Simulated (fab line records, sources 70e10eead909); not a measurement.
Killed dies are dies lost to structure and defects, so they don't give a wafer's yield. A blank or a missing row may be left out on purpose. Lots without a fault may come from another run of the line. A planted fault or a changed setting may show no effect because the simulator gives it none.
A struck lot beside a sound one | flow nand_harc | 14 steps out of a route of 1159
Sound: wafers L870.4, L870.5, L870.6. Struck: wafers L878.2, L878.3, L878.6. The cause comes at the end.
At each step with rows: each side's tool, then ch and its chambers, then its first start. Under that, the readings that differ: sound wafers | struck wafers | difference of the means | sigmas: that difference in standard deviations of wafers without a fault.
alike: readings whose means differ by less than 2 such deviations, and words and numbers that are the same on both sides. not compared: withheld readings, readings that some wafer has no value for, bounds like >300 that may hide the same value, and numbers for which the record gives no deviation and whose values overlap.
The two part at a step that has a row with sigmas, a row that says differs or no value, or rows on one side only. Numbers that don't overlap but have no deviation are shown without sigmas and don't part them. A reading that every wafer of one side lacks parts them only if that side has two wafers or more.

NHARC_P_M1_CMP_23: polishes, t overpolish 20 s, target thk 157.82 nm.
  sound on cmp-01 ch 0,1,2, day 6 05:06; struck on cmp-01 ch 1,2,3, day 8 01:07
  alike: motor_current_A, time_to_endpoint_s
NHARC_P_M1_THK_MEAS_24: measures by xrf.
  sound on film_metro-01, day 6 05:22; struck on film_metro-02, day 8 01:26
  alike: thk_nm
then, 1 step without rows for these wafers: NHARC_P_M1_SRD_25.
NHARC_P_M1_INSPECT_27:
  sound on defect_inspect-01, day 6 05:31; struck on defect_inspect-01, day 8 01:35
  alike: raw_defect_count
NHARC_P_M1_PRE_CLEAN_32: time 12 s.
  sound on pecvd-02 ch 0,1,2, day 6 05:37; struck on pecvd-02 ch 1,2, day 8 01:40
  alike: heater_power_w
NHARC_P_M1_DEP_33: deposits SiCN, target thk 30 nm.
  sound on pecvd-02 ch 0,1,2, day 6 05:47; struck on pecvd-02 ch 1,2, day 8 01:47
  alike: heater_power_w
then, 5 steps without rows for these wafers: NHARC_P_M2_DEP_00 (deposits SiOC, target thk 182.5 nm); NHARC_P_M2_DEHYDRATE_01 (time 120 s); NHARC_P_M2_HMDS_02 (time 30 s); NHARC_P_M2_COAT_34 (time 65 s); NHARC_P_M2_COAT_03 (resist thk 90 nm).
NHARC_P_M2_SOFTBAKE_04: time 55 s.
  sound on litho_track-04 ch 0, day 6 06:00; struck on litho_track-01 ch 0, day 8 02:00
  reading                  | sound                | struck               | difference                    | sigmas
  heater_power_total_W (W) | 188.35 188.33 188.46 | 323.49 322.93 323.08 | +134.79                       | +99 or more
  plate_temp_C (C)         | 104.96 104.86 104.97 | - - -                | no value on the struck wafers |
then, 1 step without rows for these wafers: NHARC_P_M2_EBR_05.
-- the record jumps here: 13 days lie between the struck wafers' starts before and after (it left off in module P_M2 and takes up again in module END, whose first step shown is number 1159 of the route) --
NHARC_END_SORT_01:
  the record has rows for the struck wafers here (prober-02 ch 0, day 21 12:07) and none for the sound ones

WHERE THEY PART
First at NHARC_P_M2_SOFTBAKE_04; last, within this record, at NHARC_END_SORT_01.

WHY: what the simulator had put in
Process parameter drift: litho_track-01, from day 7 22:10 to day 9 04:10, at NHARC_P_M2_SOFTBAKE_04. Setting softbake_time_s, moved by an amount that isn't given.
